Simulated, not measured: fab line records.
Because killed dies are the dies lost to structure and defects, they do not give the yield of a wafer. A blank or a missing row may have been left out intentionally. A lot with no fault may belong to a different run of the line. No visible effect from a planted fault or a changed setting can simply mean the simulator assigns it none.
Matching of chambers || flow n5Finfet || aldMetal-03 running N5_BEOL_M5_ALD_86: 4 sister chambers
The step deposits TaN, pulse time 2 s, purge time 3 s, co reactant purge time 2 s. 27 wafers are shown with their chamber, then 12 later ones without.

== WAFERS PAIRED WITH THEIR CHAMBERS ==
{"wafer": "L075.1", "chamber": 2, "heaterPowerW (W)": 404, "heaterPowerOuterW (W)": 220, "chamberPressureTorr (Torr)": 3.008}
{"wafer": "L075.4", "chamber": 3, "heaterPowerW (W)": 406, "heaterPowerOuterW (W)": 209, "chamberPressureTorr (Torr)": 3.000}
{"wafer": "L075.6", "chamber": 1, "heaterPowerW (W)": 409, "heaterPowerOuterW (W)": 215, "chamberPressureTorr (Torr)": 2.993}
{"wafer": "L076.2", "chamber": 0, "heaterPowerW (W)": 338, "heaterPowerOuterW (W)": 192, "chamberPressureTorr (Torr)": 3.000}
{"wafer": "L076.3", "chamber": 2, "heaterPowerW (W)": 401, "heaterPowerOuterW (W)": 220, "chamberPressureTorr (Torr)": 3.002}
{"wafer": "L076.4", "chamber": 1, "heaterPowerW (W)": 399, "heaterPowerOuterW (W)": 214, "chamberPressureTorr (Torr)": 3.001}
{"wafer": "L077.2", "chamber": 2, "heaterPowerW (W)": 412, "heaterPowerOuterW (W)": 221, "chamberPressureTorr (Torr)": 3.000}
{"wafer": "L077.3", "chamber": 3, "heaterPowerW (W)": 413, "heaterPowerOuterW (W)": 215, "chamberPressureTorr (Torr)": 2.991}
{"wafer": "L077.5", "chamber": 2, "heaterPowerW (W)": 412, "heaterPowerOuterW (W)": 221, "chamberPressureTorr (Torr)": 2.993}
{"wafer": "L078.1", "chamber": 2, "heaterPowerW (W)": 422, "heaterPowerOuterW (W)": 223, "chamberPressureTorr (Torr)": 3.001}
{"wafer": "L078.2", "chamber": 3, "heaterPowerW (W)": 422, "heaterPowerOuterW (W)": 218, "chamberPressureTorr (Torr)": 2.990}
{"wafer": "L078.3", "chamber": 1, "heaterPowerW (W)": 395, "heaterPowerOuterW (W)": 216, "chamberPressureTorr (Torr)": 2.978}
{"wafer": "L081.2", "chamber": 2, "heaterPowerW (W)": 416, "heaterPowerOuterW (W)": 219, "chamberPressureTorr (Torr)": 2.997}
{"wafer": "L081.3", "chamber": 1, "heaterPowerW (W)": 393, "heaterPowerOuterW (W)": 211, "chamberPressureTorr (Torr)": 3.001}
{"wafer": "L081.4", "chamber": 3, "heaterPowerW (W)": 408, "heaterPowerOuterW (W)": 217, "chamberPressureTorr (Torr)": 2.995}
{"wafer": "L083.1", "chamber": 1, "heaterPowerW (W)": 396, "heaterPowerOuterW (W)": 215, "chamberPressureTorr (Torr)": 3.004}
{"wafer": "L083.5", "chamber": 3, "heaterPowerW (W)": 419, "heaterPowerOuterW (W)": 211, "chamberPressureTorr (Torr)": 2.985}
{"wafer": "L083.6", "chamber": 0, "heaterPowerW (W)": 338, "heaterPowerOuterW (W)": 191, "chamberPressureTorr (Torr)": 2.987}
{"wafer": "L084.1", "chamber": 2, "heaterPowerW (W)": 419, "heaterPowerOuterW (W)": 224, "chamberPressureTorr (Torr)": 3.003}
{"wafer": "L084.2", "chamber": 3, "heaterPowerW (W)": 406, "heaterPowerOuterW (W)": 219, "chamberPressureTorr (Torr)": 2.984}
{"wafer": "L084.4", "chamber": 1, "heaterPowerW (W)": 395, "heaterPowerOuterW (W)": 213, "chamberPressureTorr (Torr)": 3.002}
{"wafer": "L086.1", "chamber": 1, "heaterPowerW (W)": 406, "heaterPowerOuterW (W)": 213, "chamberPressureTorr (Torr)": 2.999}
{"wafer": "L086.2", "chamber": 0, "heaterPowerW (W)": 334, "heaterPowerOuterW (W)": 191, "chamberPressureTorr (Torr)": 3.006}
{"wafer": "L086.4", "chamber": 3, "heaterPowerW (W)": 418, "heaterPowerOuterW (W)": 213, "chamberPressureTorr (Torr)": 2.995}
{"wafer": "L088.3", "chamber": 0, "heaterPowerW (W)": 339, "heaterPowerOuterW (W)": 194, "chamberPressureTorr (Torr)": 2.998}
{"wafer": "L088.4", "chamber": 2, "heaterPowerW (W)": 426, "heaterPowerOuterW (W)": 223, "chamberPressureTorr (Torr)": 2.992}
{"wafer": "L088.5", "chamber": 2, "heaterPowerW (W)": 411, "heaterPowerOuterW (W)": 227, "chamberPressureTorr (Torr)": 3.006}

SIGNATURES (means of the wafers above)
{"reading": "heaterPowerW", "chamber 0": 337.25, "chamber 1": 399.00, "chamber 2": 413.67, "chamber 3": 413.14, "scatter within a chamber": 6.68}
{"reading": "heaterPowerOuterW", "chamber 0": 192.00, "chamber 1": 213.86, "chamber 2": 222.00, "chamber 3": 214.57, "scatter within a chamber": 2.61}
{"reading": "chamberPressureTorr", "chamber 0": 2.99775, "chamber 1": 2.99686, "chamber 2": 3.00022, "chamber 3": 2.99143, "scatter within a chamber": 0.00694}
Rule: a wafer lies at a distance from a chamber equal to the root of the sum of squares, over the readings, of (its reading less the chamber's mean, divided by the reading's scatter). If the next closest chamber is less than 2 further off than the closest, the wafer can't be placed; otherwise it belongs to the closest. The scatter: the root of (the sum of the squares of (reading less its chamber's mean) over the shown wafers, divided by (wafers less chambers)).

== WAFERS WHOSE CHAMBER IS MISSING ==
{"wafer": "L089.1", "heaterPowerW (W)": 338, "heaterPowerOuterW (W)": 194, "chamberPressureTorr (Torr)": 2.991}
{"wafer": "L089.2", "heaterPowerW (W)": 420, "heaterPowerOuterW (W)": 216, "chamberPressureTorr (Torr)": 3.002}
{"wafer": "L089.6", "heaterPowerW (W)": 342, "heaterPowerOuterW (W)": 191, "chamberPressureTorr (Torr)": 2.989}
{"wafer": "L093.3", "heaterPowerW (W)": 398, "heaterPowerOuterW (W)": 218, "chamberPressureTorr (Torr)": 3.006}
{"wafer": "L093.4", "heaterPowerW (W)": 406, "heaterPowerOuterW (W)": 226, "chamberPressureTorr (Torr)": 3.006}
{"wafer": "L093.6", "heaterPowerW (W)": 339, "heaterPowerOuterW (W)": 196, "chamberPressureTorr (Torr)": 3.005}
{"wafer": "L096.3", "heaterPowerW (W)": 420, "heaterPowerOuterW (W)": 219, "chamberPressureTorr (Torr)": 2.997}
{"wafer": "L096.5", "heaterPowerW (W)": 413, "heaterPowerOuterW (W)": 225, "chamberPressureTorr (Torr)": 2.976}
{"wafer": "L096.6", "heaterPowerW (W)": 416, "heaterPowerOuterW (W)": 210, "chamberPressureTorr (Torr)": 2.998}
{"wafer": "L097.1", "heaterPowerW (W)": 405, "heaterPowerOuterW (W)": 214, "chamberPressureTorr (Torr)": 2.991}
{"wafer": "L097.2", "heaterPowerW (W)": 338, "heaterPowerOuterW (W)": 187, "chamberPressureTorr (Torr)": 2.994}
{"wafer": "L097.5", "heaterPowerW (W)": 334, "heaterPowerOuterW (W)": 190, "chamberPressureTorr (Torr)": 3.007}

== CHAMBER TAKEN BY EACH ==
{"wafer": "L089.1", "from the rows above": 0, "in truth": 0}
{"wafer": "L089.2", "from the rows above": "can't be placed: 3 or 2 or 1", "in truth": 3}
{"wafer": "L089.6", "from the rows above": 0, "in truth": 0}
{"wafer": "L093.3", "from the rows above": "can't be placed: 1 or 2 or 3", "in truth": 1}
{"wafer": "L093.4", "from the rows above": 2, "in truth": 2}
{"wafer": "L093.6", "from the rows above": 0, "in truth": 0}
{"wafer": "L096.3", "from the rows above": "can't be placed: 2 or 3", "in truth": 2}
{"wafer": "L096.5", "from the rows above": "can't be placed: 2 or 3 or 1", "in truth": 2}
{"wafer": "L096.6", "from the rows above": "can't be placed: 3 or 1", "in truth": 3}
{"wafer": "L097.1", "from the rows above": "can't be placed: 1 or 3", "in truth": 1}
{"wafer": "L097.2", "from the rows above": 0, "in truth": 0}
{"wafer": "L097.5", "from the rows above": 0, "in truth": 0}
Correct placement for 6 of the 12. These rows do not allow placing 6 (true chamber among the candidates in 6). Number placed wrongly: 0.
